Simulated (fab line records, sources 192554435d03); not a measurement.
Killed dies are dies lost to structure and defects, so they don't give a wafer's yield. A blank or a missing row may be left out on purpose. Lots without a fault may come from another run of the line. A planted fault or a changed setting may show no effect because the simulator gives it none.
fab line records | flow n5_finfet | part 1 of 2: steps 1 to 4 of 6
record lots=24 wafers=72 last_day=19
route steps=1938 shown BEOL_M0@737 BEOL_M1@769
lots that met no fault: from a run of the same line without faults
start_h: hours from the record's first day to the start of the lot's first wafer shown | wait_h: hours since the lot's step before | " the same as in the row above | L1.1+2: a row that stands for several wafers | - no value, or no start given | * or withheld: withheld | < > ~ a bound
route shown NAME@n: a module of which the file shows steps, and the number in the route of the first | usual: mean/standard deviation of fault-free wafers | same: alike in all rows | chamber/n: place in a boat | sites: the reading at each site | _std_site: their standard deviation | _edge_site: outer sites' mean less inner sites' | radius_mm: how far each site lies from the wafer's centre | mask NAME#n: copy n | behind: the tool/chamber that last shaped the wafer | hold: why the lot was held/for how many hours/how that ended | device: the transistor (n, p or np) that didn't switch | end of line: the same wafers' tests at the end of the route | a step without rows: its recipe alone | killed: dies lost to structure and defects at the first sort, not the wafer's yield | map: a wafer's dies, x killed, . not, _ none there
set.NAME: the setting as run; set.NAME@STEP: as run at that earlier step | model.NAME: the simulator's own value behind a step, which no gauge read
steps of the route over a sample of lots; a table a step, a row a wafer
services: from which hour (start_h, from the record's first day; less than 0 if before it) a tool's chamber was out of use, for how many hours, and why
## steps
# step N5_BEOL_M0_ANNEAL_133
# recipe temp_c=400 time_s=60 ambient=vacuum
# usual heater_power_w=836/72
# columns lot.wafer tool chamber start_h wait_h heater_power_w
L074.1 pvd_sputter-02 - 118.38 0.0 780
L074.2 " - " " 784
L074.3 " - " " 890
L075.1 pvd_sputter-01 - 124.78 0.0 828
L075.2 " - " " 787
L075.5 " - " " 822
L076.1 pvd_sputter-02 - 130.22 0.0 780
L076.2 " - " " 799
L076.5 " - " " 779
L077.1 pvd_sputter-01 - 132.40 0.0 783
L077.2 " - " " 770
L077.5 " - " " 771
L078.1 pvd_sputter-01 - 139.77 0.0 756
L078.3 " - " " 824
L078.6 " - " " 817
L079.2 pvd_sputter-03 - 147.68 0.0 744
L079.3 " - " " 967
L079.6 " - " " 875
L080.1 pvd_sputter-03 - 157.05 0.0 756
L080.2 " - " " 866
L080.6 " - " " 948
L081.2 pvd_sputter-01 - 164.31 0.0 841
L081.5 " - " " 792
L081.6 " - " " 778
L082.1 pvd_sputter-03 - 164.58 0.0 753
L082.2 " - " " 993
L082.5 " - " " 875
L083.1 pvd_sputter-02 - 170.01 0.0 816
L083.4 " - " " 798
L083.6 " - " " 793
L084.4 pvd_sputter-03 - 174.03 0.0 997
L084.5 " - " " 965
L084.6 " - " " 952
L085.2 pvd_sputter-02 - 179.31 0.0 893
L085.4 " - " " 763
L085.5 " - " " 785
L086.1 pvd_sputter-03 - 200.67 0.0 996
L086.2 " - " " 929
L086.6 " - " " 985
L087.4 pvd_sputter-02 - 204.38 0.0 780
L087.5 " - " " 891
L087.6 " - " " 775
L089.1 pvd_sputter-03 - 206.29 0.0 1010
L089.5 " - " " 943
L089.6 " - " " 990
L088.1 pvd_sputter-01 - 212.59 0.0 751
L088.3 " - " " 802
L088.5 " - " " 818
L090.1 pvd_sputter-02 - 215.21 0.0 799
L090.2 " - " " 782
L090.5 " - " " 793
L091.2 pvd_sputter-02 - 221.75 0.0 809
L091.3 " - " " 889
L091.4 " - " " 805
L092.1 pvd_sputter-01 - 228.61 0.0 768
L092.2 " - " " 808
L092.6 " - " " 765
L093.3 pvd_sputter-03 - 237.96 0.0 764
L093.5 " - " " 955
L093.6 " - " " 970
L094.1 pvd_sputter-02 - 240.31 0.0 869
L094.4 " - " " 778
L094.5 " - " " 773
L095.2 pvd_sputter-02 - 251.67 0.0 788
L095.3 " - " " 895
L095.6 " - " " 783
L096.2 pvd_sputter-02 - 254.32 0.0 789
L096.5 " - " " 871
L096.6 " - " " 809
L097.1 pvd_sputter-02 - 255.90 0.0 761
L097.3 " - " " 895
L097.6 " - " " 782
# step N5_BEOL_M1_ETCH_63
# recipe chemistry=CF4 target=SiARC target_depth_a=156 mask_material=CAR-EUV time_s=26 ion_energy_ev=80 pressure_mtorr=40 source_w=545 bias_w=36 Ar_flow_sccm=100 cf4_flow_sccm=100 ends=cleared
# usual drypump_motor_current_A=5.5/0.47 etch_rf_on_time_s=26.0/0.56 oes_product_au=0.67/0.06 rf_vpp_V=184.2/1 showerhead_plenum_p_Torr=2.16/0.048 throttle_valve_pct=15.63/0.18
# columns lot.wafer tool chamber start_h wait_h drypump_motor_current_A etch_rf_on_time_s oes_product_au rf_hours_counter_h rf_vpp_V showerhead_plenum_p_Torr throttle_valve_pct
L074.1 rie_diel-04 0 124.08 0.0 5.1 25.3 0.70 74 185.6 2.17 15.53
L074.2 " 1 " " 6.2 26.0 0.67 146 185.2 2.23 15.54
L074.3 " 2 " " 4.9 25.6 0.75 52 182.7 2.10 15.71
L075.1 rie_diel-02 1 130.61 0.0 5.7 25.8 0.68 126 183.7 2.15 15.55
L075.2 " 2 " " 6.4 26.6 0.59 250 183.5 2.21 15.96
L075.5 " 1 " " 5.7 25.9 0.69 - 184.4 2.15 15.55
L076.1 rie_diel-02 3 137.59 0.0 5.0 27.1 0.64 155 185.8 2.22 15.41
L076.2 " 0 " " 5.3 27.2 0.60 192 183.1 2.12 15.81
L076.5 " 0 " " 5.3 27.2 0.60 - 184.5 2.12 15.81
L077.1 rie_diel-02 1 137.81 0.0 5.7 25.8 0.68 129 183.7 2.15 15.55
L077.2 " 0 " " 5.3 26.8 0.60 192 183.3 2.12 15.80
L077.5 " 0 " " 5.3 26.7 0.61 - 185.2 2.12 15.79
L078.1 rie_diel-06 2 145.77 0.0 5.8 25.8 0.66 151 185.8 2.14 15.83
L078.3 " 0 " " 4.9 25.9 0.59 221 183.4 2.13 15.47
L078.6 " 1 " " 5.5 25.3 0.66 - 185.4 2.23 15.85
L079.2 rie_diel-02 0 151.13 0.0 5.3 27.1 0.60 197 184.5 2.12 15.82
L079.3 " 1 " " 5.7 26.0 0.68 133 185.9 2.15 15.55
L079.6 " 3 " " 4.9 26.5 0.64 - 186.2 2.22 15.44
L080.1 rie_diel-06 0 164.38 0.0 4.9 26.3 0.59 226 184.3 2.12 15.49
L080.2 " 2 " " 5.8 26.2 0.65 157 184.0 2.13 15.84
L080.6 " 1 " " 5.5 25.4 0.65 - 184.1 2.23 15.88
L081.2 rie_diel-06 0 171.71 0.0 4.9 26.2 0.59 228 183.4 2.12 15.49
L081.5 " 0 " " 4.9 26.3 0.59 - 184.6 2.12 15.48
L081.6 " 3 " " 6.3 25.1 0.83 - 184.7 2.10 15.30
L082.1 rie_diel-04 0 173.16 0.0 5.1 25.0 0.68 91 183.3 2.16 15.56
L082.2 " 2 " " 5.0 25.6 0.74 68 185.1 2.10 15.71
L082.5 " 1 " " 6.1 25.9 0.65 - 186.0 2.23 15.58
L083.1 rie_diel-06 2 177.08 0.0 5.8 26.6 0.64 160 184.2 2.13 15.87
L083.4 " 1 " " 5.5 25.8 0.64 173 184.7 2.23 15.87
L083.6 " 0 " " 4.9 26.8 0.58 - 183.1 2.12 15.49
L084.4 rie_diel-06 3 180.69 0.0 6.3 25.3 0.82 3 183.0 2.10 15.31
L084.5 " 2 " " 5.8 26.0 0.65 - 184.3 2.13 15.84
L084.6 " 3 " " 6.3 25.0 0.83 - 184.1 2.10 15.31
L085.2 rie_diel-04 1 184.81 0.0 6.1 26.0 0.64 166 184.5 2.23 15.58
L085.4 " 0 " " 5.1 25.3 0.69 94 186.0 2.16 15.58
L085.5 " 1 " " 6.1 25.9 0.65 - 185.8 2.23 15.56
L086.1 rie_diel-04 3 202.68 0.0 5.3 25.9 0.72 58 185.3 2.17 15.48
L086.2 " 0 " " 5.1 25.0 0.69 98 184.7 2.16 15.58
L086.6 " 1 " " 6.1 25.8 0.65 - 184.4 2.23 15.59
L087.4 rie_diel-02 1 207.35 0.0 5.7 26.4 0.66 149 184.2 2.14 15.58
L087.5 " 3 " " 5.0 27.2 0.62 - 185.8 2.22 15.44
L087.6 " 0 " " 5.3 27.2 0.59 - 184.0 2.12 15.84
L089.1 rie_diel-06 3 210.64 0.0 6.3 25.3 0.80 13 184.0 2.10 15.34
L089.5 " 0 " " 4.9 26.4 0.58 - 184.6 2.12 15.51
L089.6 " 1 " " 5.5 25.7 0.64 - 183.8 2.23 15.89
L088.1 rie_diel-04 3 216.27 0.0 5.3 25.9 0.70 62 185.4 2.17 15.50
L088.3 " 1 " " 6.1 25.8 0.64 177 184.9 2.22 15.59
L088.5 " 3 " " 5.3 25.5 0.70 - 183.2 2.17 15.49
L090.1 rie_diel-02 1 217.44 0.0 5.7 25.9 0.67 153 184.4 2.14 15.59
L090.2 " 3 " " 5.0 26.5 0.63 180 183.5 2.22 15.49
L090.5 " 1 " " 5.7 25.7 0.67 - 185.1 2.14 15.60
L091.2 rie_diel-02 2 225.11 0.0 6.4 25.7 0.78 20 184.3 2.20 15.55
L091.3 " 1 " " 5.7 25.8 0.66 155 184.4 2.14 15.60
L091.4 " 0 " " 5.3 27.2 0.58 217 182.3 2.11 15.86
L092.1 rie_diel-06 1 232.45 0.0 5.5 25.5 0.63 189 183.5 2.22 15.91
L092.2 " 0 " " 4.9 26.4 0.58 245 184.1 2.12 15.53
L092.6 " 2 " " 5.8 26.3 0.63 - 183.9 2.13 15.89
L093.3 rie_diel-06 2 240.53 0.0 5.8 26.5 0.63 179 184.2 2.13 15.89
L093.5 " 0 " " 4.9 26.3 0.58 - 182.9 2.12 15.53
L093.6 " 1 " " 5.5 25.7 0.63 - 184.9 2.22 15.92
L094.1 rie_diel-04 2 243.69 0.0 4.9 26.3 0.70 92 182.8 2.09 15.77
L094.4 " 1 " " 6.1 26.3 0.63 187 185.0 2.22 15.61
L094.5 " 2 " " 5.0 26.2 0.71 - 182.1 2.09 15.77
L095.2 rie_diel-04 1 254.25 0.0 6.2 26.3 0.62 190 184.7 2.22 15.64
L095.3 " 0 " " 5.1 25.7 0.66 116 185.1 2.15 15.62
L095.6 " 2 " " 5.0 26.3 0.70 - 182.4 2.09 15.79
L096.2 rie_diel-04 2 256.81 0.0 5.0 26.1 0.70 97 182.1 2.09 15.78
L096.5 " 2 " " 5.0 26.1 0.70 - 183.4 2.09 15.78
L096.6 " 1 " " 6.1 26.1 0.63 - 183.4 2.22 15.62
L097.1 rie_diel-06 3 259.84 0.0 6.3 25.2 0.76 29 183.5 2.09 15.37
L097.3 " 2 " " 5.7 26.4 0.62 187 183.1 2.12 15.89
L097.6 " 3 " " 6.3 25.0 0.76 - 182.9 2.09 15.33
# step N5_BEOL_M1_OVL_MEAS_29
# recipe points_per_wafer=522
# usual V0_OVL=0.3/0.6
# columns lot.wafer tool chamber start_h wait_h V0_OVL[nm]
L074.1 overlay-01 0 125.03 0.0 0.1
L074.2 " 0 " " 0.0
L074.3 " 0 " " 1.1
L075.1 overlay-02 0 131.67 0.0 0.1
L075.2 " 0 " " 0.1
L075.5 " 0 " " 0.2
L076.1 overlay-02 0 138.47 0.0 0.4
L076.2 " 0 " " -0.3
L076.5 " 0 " " 1.3
L077.1 overlay-02 0 138.62 0.0 -0.8
L077.2 " 0 " " 0.1
L077.5 " 0 " " 0.1
L078.1 overlay-02 0 146.51 0.0 -0.5
L078.3 " 0 " " 0.9
L078.6 " 0 " " 1.6
L079.2 overlay-01 0 151.99 0.0 -0.1
L079.3 " 0 " " -0.1
L079.6 " 0 " " 0.7
L080.1 overlay-01 0 165.23 0.0 0.0
L080.2 " 0 " " 0.6
L080.6 " 0 " " 0.3
L081.2 overlay-02 0 172.66 0.0 1.2
L081.5 " 0 " " 1.0
L081.6 " 0 " " -0.3
L082.1 overlay-01 0 174.06 0.0 -0.2
L082.2 " 0 " " 0.5
L082.5 " 0 " " 0.1
L083.1 overlay-02 0 177.96 0.0 -0.8
L083.4 " 0 " " 0.1
L083.6 " 0 " " -1.4
L084.4 overlay-02 0 181.56 0.0 1.2
L084.5 " 0 " " 0.2
L084.6 " 0 " " 1.0
L085.2 overlay-01 0 185.54 0.0 0.4
L085.4 " 0 " " 1.0
L085.5 " 0 " " 1.2
L086.1 overlay-01 0 203.53 0.0 -0.2
L086.2 " 0 " " 0.1
L086.6 " 0 " " -0.3
L087.4 overlay-02 0 208.22 0.0 1.3
L087.5 " 0 " " 1.0
L087.6 " 0 " " 1.2
L089.1 overlay-01 0 211.50 0.0 0.4
L089.5 " 0 " " 0.2
L089.6 " 0 " " 0.5
L088.1 overlay-01 0 217.12 0.0 -0.5
L088.3 " 0 " " 0.0
L088.5 " 0 " " 0.9
L090.1 overlay-02 0 218.29 0.0 0.6
L090.2 " 0 " " 0.7
L090.5 " 0 " " -0.1
L091.2 overlay-01 0 225.96 0.0 0.1
L091.3 " 0 " " 0.4
L091.4 " 0 " " 0.0
L092.1 overlay-01 0 233.30 0.0 1.3
L092.2 " 0 " " 0.8
L092.6 " 0 " " -0.4
L093.3 overlay-01 0 244.60 0.0 0.4
L093.5 " 0 " " 0.4
L093.6 " 0 " " 0.1
L094.1 overlay-01 0 244.64 0.0 0.2
L094.4 " 0 " " 0.4
L094.5 " 0 " " 0.4
L095.2 overlay-02 0 255.10 0.0 1.0
L095.3 " 0 " " 0.0
L095.6 " 0 " " 0.2
L096.2 overlay-01 0 257.54 0.0 0.1
L096.5 " 0 " " -0.4
L096.6 " 0 " " 0.7
L097.1 overlay-01 0 260.70 0.0 -0.6
L097.3 " 0 " " -1.3
L097.6 " 0 " " -0.1
# step N5_BEOL_M1_ETCH_77
# recipe chemistry=N2/H2 target=underlayer target_depth_a=65 mask_material=CAR-EUV time_s=5.2 ion_energy_ev=200 pressure_mtorr=30 source_w=840 bias_w=150 n2_flow_sccm=200 h2_flow_sccm=200 ends=cleared
# usual drypump_motor_current_A=5.6/0.51 etch_rf_on_time_s=5.17/0.12 oes_product_au=0.67/0.073 rf_vpp_V=524.3/2 showerhead_plenum_p_Torr=2.56/0.058 throttle_valve_pct=17.92/0.18
# columns lot.wafer tool chamber start_h wait_h drypump_motor_current_A etch_rf_on_time_s oes_product_au rf_hours_counter_h rf_vpp_V showerhead_plenum_p_Torr throttle_valve_pct
L074.1 rie_diel-02 2 125.16 0.0 6.4 5.23 0.60 248 524.3 2.61 18.07
L074.2 " 3 " " 4.9 5.25 0.65 151 527.7 2.67 17.80
L074.3 " 1 " " 5.7 5.22 0.68 125 524.6 2.56 17.88
L075.1 rie_diel-04 0 131.79 0.0 5.1 5.14 0.69 76 526.8 2.56 17.73
L075.2 " 1 " " 6.2 5.22 0.65 149 527.6 2.65 17.82
L075.5 " 0 " " 5.1 5.12 0.70 - 525.3 2.57 17.70
L076.1 rie_diel-06 0 138.60 0.0 4.9 5.27 0.59 218 523.5 2.52 17.66
L076.2 " 1 " " 5.5 5.11 0.65 161 527.8 2.64 18.01
L076.5 " 3 " " 6.3 5.14 0.59 - 521.6 2.52 18.19
L077.1 rie_diel-04 2 138.75 0.0 5.0 5.10 0.74 57 521.4 2.46 17.87
L077.2 " 0 " " 5.1 5.09 0.69 80 526.5 2.56 17.71
L077.5 " 2 " " 5.0 5.07 0.75 - 523.0 2.46 17.86
L078.1 rie_diel-04 1 146.63 0.0 6.1 5.15 0.65 155 527.2 2.65 17.86
L078.3 " 0 " " 5.1 5.09 0.69 83 524.6 2.56 17.71
L078.6 " 0 " " 5.1 5.09 0.69 - 524.9 2.56 17.76
L079.2 rie_diel-06 0 152.11 0.0 4.9 5.37 0.59 223 523.5 2.52 17.66
L079.3 " 1 " " 5.5 5.12 0.65 166 528.0 2.64 18.06
L079.6 " 1 " " 5.5 5.14 0.64 - 528.4 2.64 18.02
L080.1 rie_diel-02 0 165.36 0.0 5.3 5.45 0.59 201 524.4 2.53 18.25
L080.2 " 1 " " 5.7 5.19 0.66 138 522.8 2.56 17.87
L080.6 " 2 " " 6.4 5.13 0.84 - 525.0 2.60 17.70
L081.2 rie_diel-06 3 172.78 0.0 6.3 4.95 0.85 2 522.8 2.52 17.85
L081.5 " 2 " " 5.8 5.21 0.65 - 524.4 2.53 18.18
L081.6 " 3 " " 6.3 4.99 0.84 - 522.3 2.52 17.82
L082.1 rie_diel-06 3 174.18 0.0 6.3 5.07 0.82 2 523.0 2.51 17.80
L082.2 " 2 " " 5.7 5.21 0.64 160 525.3 2.53 18.18
L082.5 " 0 " " 4.9 5.32 0.58 - 523.5 2.52 17.69
L083.1 rie_diel-04 0 178.09 0.0 5.1 5.06 0.68 92 525.4 2.56 17.73
L083.4 " 3 " " 5.3 5.16 0.73 49 525.0 2.58 17.74
L083.6 " 0 " " 5.1 5.05 0.68 - 522.3 2.56 17.74
L084.4 rie_diel-06 3 181.67 0.0 6.3 4.87 0.83 3 521.7 2.52 17.82
L084.5 " 3 " " 6.3 4.96 0.82 - 522.0 2.52 17.82
L084.6 " 0 " " 4.8 5.14 0.59 - 520.5 2.52 17.69
L085.2 rie_diel-02 3 185.66 0.0 5.0 5.29 0.64 170 525.4 2.66 17.80
L085.4 " 0 " " 5.3 5.43 0.59 207 523.1 2.52 18.27
L085.5 " 3 " " 5.0 5.31 0.63 - 525.1 2.66 17.80
L086.1 rie_diel-06 0 203.66 0.0 4.9 5.22 0.58 237 522.9 2.52 17.72
L086.2 " 1 " " 5.5 5.08 0.64 180 525.2 2.63 18.05
L086.6 " 0 " " 4.9 5.25 0.59 - 523.9 2.52 17.70
L087.4 rie_diel-04 1 208.33 0.0 6.2 5.17 0.64 174 527.3 2.64 17.87
L087.5 " 2 " " 5.0 5.15 0.72 - 522.9 2.45 17.89
L087.6 " 1 " " 6.1 5.14 0.63 - 525.9 2.64 17.87
L089.1 rie_diel-06 0 211.63 0.0 4.9 5.28 0.58 239 521.1 2.51 17.72
L089.5 " 3 " " 6.3 5.05 0.78 - 521.2 2.51 17.82
L089.6 " 0 " " 4.9 5.34 0.58 - 522.6 2.51 17.69
L088.1 rie_diel-06 1 217.38 0.0 5.5 5.03 0.64 184 527.7 2.63 18.09
L088.3 " 0 " " 4.9 5.18 0.58 241 522.8 2.51 17.70
L088.5 " 0 " " 4.9 5.21 0.58 - 523.8 2.51 17.70
L090.1 rie_diel-02 3 218.42 0.0 4.9 5.32 0.62 180 525.0 2.66 17.84
L090.2 " 2 " " 6.3 5.15 0.78 18 527.1 2.60 17.73
L090.5 " 3 " " 5.0 5.38 0.62 - 527.8 2.66 17.85
L091.2 rie_diel-06 1 226.08 0.0 5.5 5.19 0.63 187 528.1 2.63 18.06
L091.3 " 2 " " 5.8 5.24 0.63 175 523.0 2.53 18.20
L091.4 " 0 " " 4.9 5.31 0.58 243 522.5 2.51 17.71
L092.1 rie_diel-06 0 233.42 0.0 4.9 5.24 0.58 246 525.2 2.51 17.72
L092.2 " 3 " " 6.2 4.94 0.78 19 522.1 2.51 17.87
L092.6 " 2 " " 5.8 5.23 0.63 - 523.6 2.53 18.20
L093.3 rie_diel-02 0 244.71 0.0 5.3 5.41 0.58 223 524.5 2.52 18.30
L093.5 " 0 " " 5.3 5.43 0.58 - 524.1 2.52 18.29
L093.6 " 3 " " 5.0 5.26 0.63 - 524.6 2.65 17.87
L094.1 rie_diel-06 2 244.94 0.0 5.8 5.28 0.62 180 522.9 2.52 18.21
L094.4 " 1 " " 5.5 5.09 0.64 - 526.3 2.63 18.08
L094.5 " 3 " " 6.3 5.01 0.78 - 522.3 2.51 17.83
L095.2 rie_diel-04 3 255.22 0.0 5.3 5.15 0.69 75 527.8 2.57 17.81
L095.3 " 0 " " 5.1 5.05 0.67 116 525.1 2.55 17.76
L095.6 " 3 " " 5.3 5.13 0.69 - 523.3 2.57 17.80
L096.2 rie_diel-06 3 257.66 0.0 6.3 4.99 0.76 28 520.7 2.50 17.85
L096.5 " 2 " " 5.8 5.25 0.62 - 524.4 2.52 18.23
L096.6 " 3 " " 6.3 5.01 0.76 - 522.5 2.50 17.85
L097.1 rie_diel-06 3 260.82 0.0 6.2 5.05 0.75 29 521.5 2.50 17.86
L097.3 " 1 " " 5.5 5.19 0.62 200 526.2 2.62 18.11
L097.6 " 1 " " 5.5 5.19 0.62 - 523.2 2.62 18.06
